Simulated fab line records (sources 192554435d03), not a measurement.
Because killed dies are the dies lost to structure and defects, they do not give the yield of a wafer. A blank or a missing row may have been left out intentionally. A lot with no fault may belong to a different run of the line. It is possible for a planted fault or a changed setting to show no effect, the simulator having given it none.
Chamber matching	flow n5Finfet	rieDiel-04 running N5_GATE_CUT_STRIP_41: 4 sister chambers
The step strips in CF4. 30 wafers are shown with their chamber, then 12 later ones without.

== WAFERS WITH THEIR CHAMBER ==
wafer	chamber	drypumpMotorCurrentA (A)	showerheadPlenumPTorr (Torr)	throttleValvePct (%)
L075.2	3	6.6	1.76	13.41
L075.5	1	5.0	1.83	13.33
L075.6	2	5.7	1.74	13.47
L076.3	1	5.0	1.82	13.32
L076.4	3	6.6	1.76	13.41
L076.6	2	5.7	1.74	13.46
L082.2	3	6.6	1.76	13.44
L082.4	2	5.7	1.74	13.51
L082.5	1	5.1	1.82	13.34
L083.1	1	5.0	1.82	13.38
L083.3	2	5.7	1.74	13.50
L083.4	2	5.7	1.74	13.51
L085.2	2	5.7	1.73	13.51
L085.3	3	6.7	1.76	13.46
L085.6	2	5.7	1.73	13.52
L086.2	2	5.7	1.73	13.52
L086.4	3	6.6	1.75	13.47
L086.5	1	5.0	1.82	13.38
L087.1	1	5.0	1.82	13.38
L087.5	3	6.6	1.75	13.45
L087.6	2	5.7	1.73	13.52
L088.4	2	5.7	1.73	13.54
L088.5	0	6.1	1.86	13.67
L088.6	1	5.0	1.82	13.38
L089.2	2	5.7	1.73	13.54
L089.5	2	5.7	1.73	13.53
L089.6	1	5.0	1.82	13.38
L091.2	3	6.6	1.75	13.48
L091.5	1	5.0	1.82	13.39
L091.6	0	6.1	1.86	13.69

SIGNATURES, as means of the wafers listed above
reading	chamber 0	chamber 1	chamber 2	chamber 3	scatter within a chamber
drypumpMotorCurrentA	6.100	5.011	5.700	6.614	0.0259
showerheadPlenumPTorr	1.8600	1.8211	1.7342	1.7557	0.00461
throttleValvePct	13.6800	13.3644	13.5108	13.4457	0.0256
Rule: a wafer's distance from a chamber is the root of the sum, over the readings, of the square of ((its reading less the chamber's mean) divided by the reading's scatter). If the next closest chamber is less than 2 further off than the closest, the wafer can't be placed; otherwise it belongs to the closest. How the scatter is found: for the shown wafers, subtract from each reading the mean of its chamber, square and add these, divide the total by (wafers less chambers), then take the root.

== WAFERS WITH NO CHAMBER GIVEN ==
wafer	drypumpMotorCurrentA (A)	showerheadPlenumPTorr (Torr)	throttleValvePct (%)
L092.2	5.6	1.73	13.53
L092.4	6.7	1.75	13.49
L092.5	5.7	1.73	13.55
L094.2	6.0	1.86	13.70
L094.3	5.7	1.73	13.56
L094.5	6.1	1.86	13.70
L096.1	6.6	1.75	13.49
L096.4	5.0	1.81	13.41
L096.6	5.1	1.81	13.41
L097.3	5.0	1.81	13.42
L097.4	5.7	1.73	13.57
L097.6	6.6	1.75	13.51

== THE CHAMBER EACH PASSED THROUGH ==
wafer	from the rows above	in truth
L092.2	2	2
L092.4	3	3
L092.5	2	2
L094.2	0	0
L094.3	2	2
L094.5	0	0
L096.1	3	3
L096.4	1	1
L096.6	1	1
L097.3	1	1
L097.4	2	2
L097.6	3	3
Correct placement for 12 of the 12. Left unplaced by these rows: 0. Number placed wrongly: 0.
